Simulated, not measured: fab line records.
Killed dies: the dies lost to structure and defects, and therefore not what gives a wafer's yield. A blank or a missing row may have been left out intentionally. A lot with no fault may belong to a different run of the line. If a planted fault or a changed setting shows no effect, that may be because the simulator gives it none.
fab line records	flow n5Finfet
record lots=7	wafers=21
route steps=1938 shown SDB@347 HKMG_FIN@424 MOL_CONTACT_COAG@559 BEOL_M0_SAQP@636
startH: hours from the record's first day to the start of the lot's first wafer shown	waitH: how many hours have passed since the lot's step before this one	" unchanged from the row above	L1.1+2: one row covering several wafers at once	- no value present, or no start provided	* or withheld: withheld	< > ~ a bound
route shown NAME@n: NAME is a module with steps in the file, n the number in the route of the first one	usual: average and standard deviation across the fault-free wafers	same: alike in all rows	chamber/n: place in a boat	sites: readings site by site	_std_site: their standard deviation	_edge_site: inner sites' mean taken away from outer sites' mean	radiusMm: how far each site lies from the wafer's centre	mask NAME#n: copy n	behind: tool/chamber where the wafer was last shaped	hold: the reason the lot was held/the length of the hold in hours/how it ended	device: which transistor (n, p or np) failed to switch	end of line: the route-end tests of the same wafers	a step without rows: its recipe alone	killed: the dies lost at the first sort to structure and to defects; this is not the yield of the wafer	map: per-die view of a wafer (x killed, . not killed, _ where there is no die)
set.NAME: setting as actually run; set.NAME@STEP: the setting as run at that earlier step	model.NAME: the simulator's own value behind a step, which no gauge read
lots with deliberately changed settings; one table per step, one row per wafer
## steps
# step N5_SDB_HM_DEP_00
# recipe material=SiNx	targetThkA=400	tempC=400	precursor=SiH4/NH3/N2	pressureTorr=1.5	rfW=300	timeS=35.3
lot.wafer	tool	chamber	startH	waitH	set.timeS	model.SiNx_of_SDB_HM_DEP_00.thkNm
L074.1	pecvd-01	0	66.85	0.0	35.3	39.4
L074.3	"	1	"	"	30.78	34.6
L074.5	"	2	"	"	30.78	35.6
L077.3	pecvd-04	0	84.99	0.0	37.39	42.6
L077.4	"	0	"	"	35.3	40.6
L077.6	"	2	"	"	35.3	41.2
L080.2	pecvd-03	2	101.81	0.0	35.3	40
L080.4	"	2	"	"	35.3	40.6
L080.6	"	2	"	"	35.3	40.4
L082.1	pecvd-01	0	114.76	0.0	35.3	40.2
L082.2	"	2	"	"	35.3	39.6
L082.6	"	0	"	"	35.3	40.6
L084.2	pecvd-03	1	127.60	0.0	35.3	39.8
L084.4	"	1	"	"	35.3	40.4
L084.6	"	0	"	"	35.3	40.2
L091.2	pecvd-03	0	166.84	0.0	38.56	42.6
L091.3	"	2	"	"	35.3	39.4
L091.4	"	0	"	"	38.56	43.8
L094.1	pecvd-03	2	188.51	0.0	35.3	39.2
L094.2	"	0	"	"	35.3	39.4
L094.3	"	1	"	"	35.3	40
# step N5_SDB_COAT_03
# recipe resist=SOC	tempC=250	timeS=60	spinRpm=1500	resistThkNm=100
# step N5_SDB_COAT_04
# recipe resist=SiARC	tempC=220	timeS=60	spinRpm=1500	resistThkNm=18
# step N5_SDB_STRIP_19
# recipe chemistry=N2/H2	tempC=40	n2FlowSccm=200	h2FlowSccm=200	rfFrequencyHz=6e+07
# step N5_SDB_STRIP_21
# recipe chemistry=CF4	resist=SiARC	powerW=300	biasPowerW=75	pressureMtorr=50	cf4FlowSccm=150	rfFrequencyHz=6e+07
# step N5_SDB_HM_OPEN_20
# recipe chemistry=CH3F/O2	target=SiNx	maskMaterial=SOC	targetDepthA=240	stopOn=poly-Si	overEtchFrac=0.4	ionEnergyEv=120	pressureMtorr=30	sourceW=395	biasW=73	Ar_flow_sccm=150	CH3F_flow_sccm=30	O2_flow_sccm=20
lot.wafer	tool	chamber	startH	waitH	set.timeS@SDB_HM_DEP_00	model.etch.depthNm
L074.1	rieDiel-03	0	67.49	0.0	35.3	23.38
L074.3	"	2	"	"	30.78	18.54
L074.5	"	0	"	"	30.78	19.58
L077.3	rieDiel-05	2	86.08	0.0	37.39	26.56
L077.4	"	0	"	"	35.3	24.57
L077.6	"	0	"	"	35.3	25.18
L080.2	rieDiel-03	0	102.89	0.0	35.3	23.92
L080.4	"	3	"	"	35.3	24.57
L080.6	"	0	"	"	35.3	24.42
L082.1	rieDiel-03	3	116.16	0.0	35.3	24.29
L082.2	"	2	"	"	35.3	23.59
L082.6	"	2	"	"	35.3	24.63
L084.2	rieDiel-03	2	128.25	0.0	35.3	23.76
L084.4	"	2	"	"	35.3	24.41
L084.6	"	3	"	"	35.3	24.16
L091.2	rieDiel-05	0	167.63	0.0	38.56	26.57
L091.3	"	2	"	"	35.3	23.45
L091.4	"	1	"	"	38.56	27.73
L094.1	rieDiel-06	3	189.16	0.0	35.3	23.28
L094.2	"	0	"	"	35.3	23.41
L094.3	"	2	"	"	35.3	24.01
# step N5_SDB_STRIP_22
# recipe chemistry=N2/H2	powerW=1000	tempC=250	h2Frac=0.65	overashFraction=0.3	pressureMtorr=withheld	n2FlowSccm=1750	h2FlowSccm=3250
# step N5_SDB_PRECLEAN_23
# recipe chemistry=dHF	timeS=30	tempC=25	dilution=withheld
# step N5_SDB_DUMMY_REMOVE_24
# recipe chemistry=TMAH	tempC=70	target=poly-Si	stopOn=SiO2	targetDepthNm=142	concWtPct=5	timeS=57	dry=ipaMarangoni	rinseTimeS=30	rinseTempC=23
# step N5_SDB_ETCH_25
# recipe chemistry=C4F6/O2	target=SiO2	targetDepthA=100	timeS=3.3	ionEnergyEv=250	maskMaterial=SiNx	pressureMtorr=30	sourceW=345	biasW=185	Ar_flow_sccm=300	C4F6_flow_sccm=10	O2_flow_sccm=10
# step N5_SDB_CUT_ETCH_26
# recipe chemistry=HBr/Cl2/O2	target=Si	targetDepthA=1296	btTimeS=20	maskMaterial=SiNx	timeS=51.8	ionEnergyEv=*	biasW=*	pressureMtorr=10	icpW=800	HBr_flow_sccm=150	Cl2_flow_sccm=80	O2_flow_sccm=12
lot.wafer	tool	chamber	startH	waitH	set.timeS@SDB_HM_DEP_00	model.SiNx_of_SDB_HM_DEP_00.thkNm
L074.1	rieSi-04	0	68.11	0.1	35.3	21
L074.3	"	1	"	"	30.78	16.8
L074.5	"	0	"	"	30.78	17.4
L077.3	rieSi-04	2	86.46	0.1	37.39	25.4
L077.4	"	0	"	"	35.3	22.4
L077.6	"	0	"	"	35.3	23
L080.2	rieSi-04	3	103.74	0.1	35.3	22.4
L080.4+6	"	2	"	"	35.3	23.6
L082.1	rieSi-05	1	116.83	0.1	35.3	22.8
L082.2	"	2	"	"	35.3	21.4
L082.6	"	2	"	"	35.3	22.2
L084.2	rieSi-04	2	128.74	0.1	35.3	22.6
L084.4+6	"	1,2	"	"	35.3	23
L091.2	rieSi-04	3	168.20	0.1	38.56	25.2
L091.3	"	1	"	"	35.3	22
L091.4	"	0	"	"	38.56	25.4
L094.1	rieSi-05	0	189.61	0.1	35.3	21.6
L094.2	"	2	"	"	35.3	20.8
L094.3	"	3	"	"	35.3	22
# step N5_HKMG_FIN_COAT_06
# recipe resist=CAR-ArF	spinRpm=1500	resistThkNm=90
lot.wafer	tool	chamber	startH	waitH	set.spinRpm	model.CAR-ArF_of_HKMG_FIN_COAT_06.thkNm
L074.1	lithoTrack-03	0	-	-	1500	89.8
L074.3	"	0	"	"	1640	85.8
L074.5	"	0	"	"	1500	90
L077.3	lithoTrack-03	0	-	-	1500	89.8
L077.4+6	"	0	"	"	1500	89.6
L080.2	lithoTrack-01	0	-	-	1500	89.8
L080.4	"	0	"	"	1500	90.2
L080.6	"	0	"	"	1500	90
L082.1	lithoTrack-03	0	-	-	1500	89.8
L082.2	"	0	"	"	1500	90
L082.6	"	0	"	"	1417	92.6
L084.2	lithoTrack-04	0	-	-	1354	94.4
L084.4	"	0	"	"	1354	94.6
L084.6	"	0	"	"	1354	94.8
L091.2+3	lithoTrack-01	0	-	-	1397	92.8
L091.4	"	0	"	"	1500	90
L094.1	lithoTrack-04	0	-	-	1500	90.2
L094.2	"	0	"	"	1335	95.4
L094.3	"	0	"	"	1500	90
# step N5_HKMG_FIN_DEVELOP_11
# recipe developTimeS=30	developer=TMAH	resist=CAR-ArF	devTempC=23	rinseLiquid=diw	dry=airSpin
lot.wafer	tool	chamber	startH	waitH	set.developTimeS	set.spinRpm@HKMG_FIN_COAT_06	model.CAR-ArF_of_HKMG_FIN_COAT_06.thkNm
L074.1+5	lithoTrack-04	0	-	-	30	1500	88.2
L074.3	"	0	"	"	30	1640	84.2
L077.3	lithoTrack-01	0	-	-	30	1500	88
L077.4	"	0	"	"	36.02	1500	87.8
L077.6	"	0	"	"	30	1500	87.8
L080.2	lithoTrack-01	0	-	-	30	1500	88
L080.4+6	"	0	"	"	30	1500	88.4
L082.1	lithoTrack-03	0	-	-	35.06	1500	88
L082.2	"	0	"	"	30	1500	88.4
L082.6	"	0	"	"	35.06	1417	90.8
L084.2	lithoTrack-03	0	-	-	33.34	1354	92.6
L084.4	"	0	"	"	30	1354	92.8
L084.6	"	0	"	"	33.34	1354	93
L091.2+3	lithoTrack-03	0	-	-	30	1397	91.2
L091.4	"	0	"	"	23.38	1500	88.6
L094.1	lithoTrack-04	0	-	-	26.9	1500	88.6
L094.2	"	0	"	"	26.9	1335	93.8
L094.3	"	0	"	"	30	1500	88.2
# step N5_HKMG_FIN_DESCUM_17
# recipe chemistry=O2	timeS=7.9	sourcePowerW=50	biasPowerW=20	pressureMtorr=20	rfFrequencyHz=2.712e+07	tempC=40	resist=CAR-ArF	o2FlowSccm=225
lot.wafer	tool	chamber	startH	waitH	set.spinRpm@HKMG_FIN_COAT_06	model.CAR-ArF_of_HKMG_FIN_COAT_06.thkNm
L074.1+5	rieDiel-05	3,0	76.53	0.0	1500	83.2
L074.3	"	0	"	"	1640	79.2
L077.3+6	rieDiel-03	3	94.91	0.0	1500	83.2
L077.4	"	2	"	"	1500	82.8
L080.2	rieDiel-05	3	111.92	0.0	1500	83.2
L080.4+6	"	1,2	"	"	1500	83.6
L082.1	rieDiel-05	1	125.22	0.0	1500	83
L082.2	"	3	"	"	1500	83.4
L082.6	"	1	"	"	1417	85.8
L084.2	rieDiel-03	3	137.78	0.0	1354	87.8
L084.4	"	3	"	"	1354	88.2
L084.6	"	0	"	"	1354	88
L091.2	rieDiel-06	1	176.59	0.0	1397	86.2
L091.3	"	0	"	"	1397	86.4
L091.4	"	0	"	"	1500	83.8
L094.1	rieDiel-06	0	199.97	0.0	1500	83.8
L094.2	"	2	"	"	1335	88.8
L094.3	"	3	"	"	1500	83.4
# step N5_MOL_CONTACT_COAG_ALD_27
# recipe material=SiOC	targetThkA=170	tempC=400	aldPrecursorFamily=carbosiloxane	aldCoReactant=H2-plasma	pulseTimeS=1.5	timeS=2720	purgeTimeS=2	coReactantPurgeTimeS=2	aldCycles=340	pressureTorr=2
lot.wafer	tool	chamber	startH	waitH	set.aldCycles	model.SiOC_of_MOL_CONTACT_COAG_ALD_27.thkNm
L074.1	aldSin-02	1	97.94	0.0	340	17
L074.3	"	2	"	"	381	19
L074.5	"	2	"	"	381	19.2
L077.3+4	aldSin-04	3,1	114.01	0.0	296	14.8
L077.6	"	1	"	"	340	17.2
L080.2+6	aldSin-01	3	133.44	0.0	340	17
L080.4	"	0	"	"	340	17.2
L082.1+2+6	aldSin-02	3,2,0	143.73	0.0	340	17
L084.2	aldSin-02	2	156.47	0.0	340	17
L084.4+6	"	0,2	"	"	284	14.2
L091.2	aldSin-01	3	196.34	0.0	340	17
L091.3+4	"	2,0	"	"	340	16.8
L094.1	aldSin-02	0	219.82	0.3	301	14.8
L094.2	"	3	"	"	340	16.8
L094.3	"	1	"	"	301	15
# step N5_MOL_CONTACT_COAG_PECVD_31
# recipe material=SiO2	targetThkA=460	tempC=400	precursor=TEOS/O2	pressureTorr=6.5	rfW=withheld	teosFlowSccm=withheld	gas=O2	flowSccm=2650	timeS=8.9
lot.wafer	tool	chamber	startH	waitH	set.timeS	model.SiO2_of_MOL_CONTACT_COAG_PECVD_31.thkNm
L074.1	pecvd-01	1	100.60	0.3	8.197	41.6
L074.3	"	2	"	"	8.9	45.4
L074.5	"	1	"	"	8.197	42.6
L077.3	pecvd-04	0	116.42	0.3	8.9	45.4
L077.4	"	1	"	"	8.9	45.8
L077.6	"	0	"	"	7.618	40
L080.2	pecvd-01	1	136.08	0.5	8.9	46.2
L080.4	"	1	"	"	8.9	46.6
L080.6	"	2	"	"	8.9	46.8
L082.1	pecvd-02	2	146.13	0.3	8.306	42.4
L082.2	"	1	"	"	8.9	45.2
L082.6	"	0	"	"	8.9	45.6
L084.2	pecvd-04	2	158.88	0.3	9.633	48.2
L084.4	"	1	"	"	9.633	49.8
L084.6	"	0	"	"	8.9	45.4
L091.2	pecvd-01	2	198.74	0.3	8.31	41.6
L091.3	"	0	"	"	8.9	45
L091.4	"	0	"	"	8.31	42.8
L094.1	pecvd-04	0	222.30	0.3	9.975	50.8
L094.2	"	1	"	"	8.9	45.8
L094.3	"	2	"	"	8.9	46.4
# step N5_MOL_CONTACT_COAG_VIA_ETCH_46
# recipe chemistry=C4F6/O2	targetDepthA=460	overetchA=92	maskMaterial=SOC	target=SiO2	biasW=455	pressureMtorr=10	timeS=40	sourceW=325	Ar_flow_sccm=300	C4F6_flow_sccm=10	O2_flow_sccm=10	ionEnergyEv=575.3	ends=endPoint
# usual rfVppV=1592/29
lot.wafer	tool	chamber	startH	waitH	set.biasW	set.timeS@MOL_CONTACT_COAG_PECVD_31	rfVppV	model.etch.depthNm
L074.1	rieDiel-06	2	102.00	0.0	455	8.197	1541	41.56
L074.3	"	1	"	"	455	8.9	1578	45.43
L074.5	"	1	"	"	455	8.197	1579	42.68
L077.3	rieDiel-03	3	117.35	0.0	508.3	8.9	1738	45.42
L077.4	"	0	"	"	508.3	8.9	1718	45.71
L077.6	"	3	"	"	455	7.618	1600	39.97
L080.2	rieDiel-03	2	137.15	0.0	455	8.9	1583	46.16
L080.4	"	2	"	"	455	8.9	1582	46.67
L080.6	"	0	"	"	455	8.9	1582	46.71
L082.1	rieDiel-06	2	147.35	0.0	455	8.306	1539	42.35
L082.2	"	3	"	"	455	8.9	1586	45.3
L082.6	"	3	"	"	455	8.9	1586	45.58
L084.2	rieDiel-06	1	159.81	0.0	455	9.633	1576	48.3
L084.4	"	3	"	"	455	9.633	1586	49.73
L084.6	"	1	"	"	455	8.9	1578	45.48
L091.2	rieDiel-05	2	199.81	0.0	455	8.31	1634	41.65
L091.3	"	0	"	"	455	8.9	1537	45.08
L091.4	"	3	"	"	455	8.31	1609	42.82
L094.1	rieDiel-03	2	223.61	0.0	404.5	9.975	1448	50.87
L094.2	"	3	"	"	455	8.9	1598	45.7
L094.3	"	1	"	"	455	8.9	1636	46.37
# step N5_MOL_CONTACT_COAG_COAT_64
# recipe resist=underlayer	tempC=205	timeS=60	spinRpm=1500	resistThkNm=10
lot.wafer	tool	chamber	startH	waitH	set.spinRpm	model.underlayer_of_MOL_CONTACT_COAG_COAT_64.thkNm
L074.1+3	lithoTrack-01	0	-	-	1391	10.4
L074.5	"	0	"	"	1500	10
L077.3	lithoTrack-01	0	-	-	1451	10.2
L077.4+6	"	0	"	"	1500	10
L080.2+4+6	lithoTrack-05	0	-	-	1500	10
L082.1+2+6	lithoTrack-03	0	-	-	1500	10
L084.2+4+6	lithoTrack-01	0	-	-	1500	10
L091.2	lithoTrack-03	0	-	-	1661	9.6
L091.3+4	"	0	"	"	1500	10
L094.1+3	lithoTrack-03	0	-	-	1352	10.6
L094.2	"	0	"	"	1500	10
# step N5_MOL_CONTACT_COAG_COAT_34
# recipe resist=CAR-EUV	spinRpm=1500	resistThkNm=40
# step N5_MOL_CONTACT_COAG_EBR_36
# recipe solvent=PGMEA	ebrWidthMm=1.5
# step N5_MOL_CONTACT_COAG_DESCUM_45
# recipe chemistry=O2	timeS=7	sourcePowerW=50	biasPowerW=20	pressureMtorr=20	rfFrequencyHz=2.712e+07	tempC=40	resist=CAR-EUV	o2FlowSccm=225
# step N5_MOL_CONTACT_COAG_ETCH_65
# recipe chemistry=N2/H2	target=underlayer	targetDepthA=130	maskMaterial=CAR-EUV	timeS=10.4	ionEnergyEv=200	pressureMtorr=30	sourceW=840	biasW=150	n2FlowSccm=200	h2FlowSccm=200	ends=cleared
lot.wafer	tool	chamber	startH	waitH	set.spinRpm@MOL_CONTACT_COAG_COAT_64	model.CAR-EUV_of_MOL_CONTACT_COAG_COAT_34.thkNm	model.etch.depthNm
L074.1	rieDiel-06	2	103.10	0.0	1391	24	10.45
L074.3	"	1	"	"	1391	24.2	10.43
L074.5	"	1	"	"	1500	24.6	10.03
L077.3	rieDiel-05	1	118.16	0.0	1451	24.6	10.15
L077.4	"	2	"	"	1500	24.8	10.01
L077.6	"	3	"	"	1500	25	9.959
L080.2	rieDiel-05	1	137.96	0.0	1500	24.8	9.996
L080.4	"	0	"	"	1500	24.6	9.992
L080.6	"	1	"	"	1500	24.6	9.978
L082.1+6	rieDiel-03	3	148.33	0.0	1500	24.8	10.01
L082.2	"	0	"	"	1500	24.6	10.01
L084.2	rieDiel-05	3	160.91	0.0	1500	24.8	10
L084.4	"	1	"	"	1500	24.6	10.02
L084.6	"	2	"	"	1500	24.6	10.03
L091.2	rieDiel-06	0	200.62	0.0	1661	25.2	9.537
L091.3	"	1	"	"	1500	24.4	10.09
L091.4	"	2	"	"	1500	24.4	10.03
L094.1	rieDiel-06	3	224.44	0.0	1352	24	10.53
L094.2	"	2	"	"	1500	24.6	10.04
L094.3	"	1	"	"	1352	24	10.55
# step N5_MOL_CONTACT_COAG_ETCH_66
# recipe chemistry=CF4	target=SiARC	targetDepthA=130	maskMaterial=CAR-EUV	timeS=21.7	ionEnergyEv=80	pressureMtorr=40	sourceW=545	biasW=36	Ar_flow_sccm=100	cf4FlowSccm=100	ends=cleared
lot.wafer	tool	chamber	startH	waitH	set.spinRpm@MOL_CONTACT_COAG_COAT_64	model.CAR-EUV_of_MOL_CONTACT_COAG_COAT_34.thkNm
L074.1	rieDiel-06	2	103.12	0.0	1391	16.4
L074.3	"	1	"	"	1391	16.6
L074.5	"	1	"	"	1500	16.8
L077.3	rieDiel-05	1	118.18	0.0	1451	16.8
L077.4+6	"	2,3	"	"	1500	17.2
L080.2+6	rieDiel-05	1	137.98	0.0	1500	17
L080.4	"	0	"	"	1500	16.8
L082.1	rieDiel-03	3	148.35	0.0	1500	17
L082.2	"	0	"	"	1500	16.8
L082.6	"	3	"	"	1500	17.2
L084.2	rieDiel-05	3	160.93	0.0	1500	17.2
L084.4+6	"	1,2	"	"	1500	17
L091.2	rieDiel-06	0	200.63	0.0	1661	17.6
L091.3+4	"	1,2	"	"	1500	16.8
L094.1+3	rieDiel-06	3,1	224.45	0.0	1352	16.4
L094.2	"	2	"	"	1500	17
# step N5_MOL_CONTACT_COAG_ALD_133
# recipe material=SiO2	targetThkA=50	tempC=100	aldPrecursorFamily=BDEAS	aldCoReactant=O2-plasma	pulseTimeS=1	coReactantPulseTimeS=1	purgeTimeS=2	coReactantPurgeTimeS=2	aldCycles=35	pressureTorr=2
# step N5_MOL_CONTACT_COAG_ETCHBACK_134
# recipe chemistry=CHF3	target=SiO2	targetDepthA=100	timeS=6.7	ionEnergyEv=200	pressureMtorr=30	sourceW=610	biasW=170	Ar_flow_sccm=200	CHF3_flow_sccm=50
lot.wafer	tool	chamber	startH	waitH	set.spinRpm@MOL_CONTACT_COAG_COAT_64	model.CAR-EUV_of_MOL_CONTACT_COAG_COAT_34.thkNm
L074.1	rieDiel-03	1	103.49	0.2	1391	15
L074.3	"	0	"	"	1391	15.2
L074.5	"	2	"	"	1500	15.4
L077.3	rieDiel-05	2	119.90	0.1	1451	15.4
L077.4	"	3	"	"	1500	15.6
L077.6	"	3	"	"	1500	15.8
L080.2+6	rieDiel-06	3	138.23	0.1	1500	15.6
L080.4	"	1	"	"	1500	15.4
L082.1	rieDiel-03	2	148.89	0.1	1500	15.6
L082.2	"	0	"	"	1500	15.4
L082.6	"	0	"	"	1500	15.8
L084.2+4+6	rieDiel-05	3,1,1	161.36	0.1	1500	15.6
L091.2	rieDiel-05	3	200.89	0.1	1661	16
L091.3+4	"	1,2	"	"	1500	15.4
L094.1+3	rieDiel-06	1,3	225.02	0.1	1352	15
L094.2	"	2	"	"	1500	15.6
# step N5_BEOL_M0_SAQP_PECVD_96
# recipe material=a-Si	targetThkA=450	tempC=350	precursor=SiH4/He	pressureTorr=3	rfW=100	timeS=45.2
lot.wafer	tool	chamber	startH	waitH	set.timeS	model.a-Si_of_BEOL_M0_SAQP_PECVD_96.thkNm
L074.1	pecvd-02	0	109.20	0.0	45.2	44
L074.3	"	1	"	"	45.2	44.4
L074.5	"	2	"	"	42.1	41.6
L077.3	pecvd-03	1	142.21	0.0	45.2	45.2
L077.4	"	1	"	"	45.2	45.4
L077.6	"	0	"	"	45.2	46
L080.2	pecvd-02	2	145.56	0.0	45.2	45
L080.4	"	2	"	"	45.2	45.2
L080.6	"	1	"	"	45.2	45.8
L082.1	pecvd-03	0	154.40	0.0	45.2	45
L082.2	"	2	"	"	51.37	50.6
L082.6	"	1	"	"	45.2	45.6
L084.2	pecvd-03	2	167.14	0.0	45.2	44.8
L084.4	"	1	"	"	50.16	51.2
L084.6	"	2	"	"	45.2	45.4
L091.2	pecvd-01	0	206.29	0.0	45.2	44.4
L091.3	"	1	"	"	45.2	45.2
L091.4	"	1	"	"	42.55	43
L094.1	pecvd-02	2	231.38	0.0	47.86	48
L094.2	"	1	"	"	47.86	47.4
L094.3	"	0	"	"	45.2	43.6
## key
split step=N5_SDB_HM_DEP_00	setting=timeS	stated=35.3	by=wafer
response step=N5_SDB_HM_DEP_00	reading=model.SiNx_of_SDB_HM_DEP_00.thkNm	change=+0.353	per=1%	r=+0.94
response step=N5_SDB_HM_OPEN_20	reading=model.etch.depthNm	change=+0.35	per=1%	r=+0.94
response step=N5_SDB_CUT_ETCH_26	reading=model.SiNx_of_SDB_HM_DEP_00.thkNm	change=+0.339	per=1%	r=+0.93
split step=N5_HKMG_FIN_COAT_06	setting=spinRpm	stated=1500	by=wafer
response step=N5_HKMG_FIN_COAT_06	reading=model.CAR-ArF_of_HKMG_FIN_COAT_06.thkNm	change=-0.457	per=1%	r=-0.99
response step=N5_HKMG_FIN_DEVELOP_11	reading=model.CAR-ArF_of_HKMG_FIN_COAT_06.thkNm	change=-0.451	per=1%	r=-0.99
response step=N5_HKMG_FIN_DESCUM_17	reading=model.CAR-ArF_of_HKMG_FIN_COAT_06.thkNm	change=-0.441	per=1%	r=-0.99
split step=N5_HKMG_FIN_DEVELOP_11	setting=developTimeS	stated=30	by=wafer
response none clear
split step=N5_MOL_CONTACT_COAG_ALD_27	setting=aldCycles	stated=340	by=wafer
response step=N5_MOL_CONTACT_COAG_ALD_27	reading=model.SiOC_of_MOL_CONTACT_COAG_ALD_27.thkNm	change=+0.174	per=1%	r=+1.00
split step=N5_MOL_CONTACT_COAG_PECVD_31	setting=timeS	stated=8.9	by=wafer
response step=N5_MOL_CONTACT_COAG_PECVD_31	reading=model.SiO2_of_MOL_CONTACT_COAG_PECVD_31.thkNm	change=+0.405	per=1%	r=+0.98
response step=N5_MOL_CONTACT_COAG_VIA_ETCH_46	reading=model.etch.depthNm	change=+0.409	per=1%	r=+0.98
split step=N5_MOL_CONTACT_COAG_VIA_ETCH_46	setting=biasW	stated=455	by=wafer
response step=N5_MOL_CONTACT_COAG_VIA_ETCH_46	reading=rfVppV	change=+12.9	per=1%	r=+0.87
split step=N5_MOL_CONTACT_COAG_COAT_64	setting=spinRpm	stated=1500	by=wafer
response step=N5_MOL_CONTACT_COAG_COAT_64	reading=model.underlayer_of_MOL_CONTACT_COAG_COAT_64.thkNm	change=-0.0499	per=1%	r=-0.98
response step=N5_MOL_CONTACT_COAG_ETCH_65	reading=model.CAR-EUV_of_MOL_CONTACT_COAG_COAT_34.thkNm	change=+0.0693	per=1%	r=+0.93
response step=N5_MOL_CONTACT_COAG_ETCH_65	reading=model.etch.depthNm	change=-0.0508	per=1%	r=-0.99
response step=N5_MOL_CONTACT_COAG_ETCH_66	reading=model.CAR-EUV_of_MOL_CONTACT_COAG_COAT_34.thkNm	change=+0.0652	per=1%	r=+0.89
response step=N5_MOL_CONTACT_COAG_ETCHBACK_134	reading=model.CAR-EUV_of_MOL_CONTACT_COAG_COAT_34.thkNm	change=+0.0562	per=1%	r=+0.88
split step=N5_BEOL_M0_SAQP_PECVD_96	setting=timeS	stated=45.2	by=wafer
response step=N5_BEOL_M0_SAQP_PECVD_96	reading=model.a-Si_of_BEOL_M0_SAQP_PECVD_96.thkNm	change=+0.454	per=1%	r=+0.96
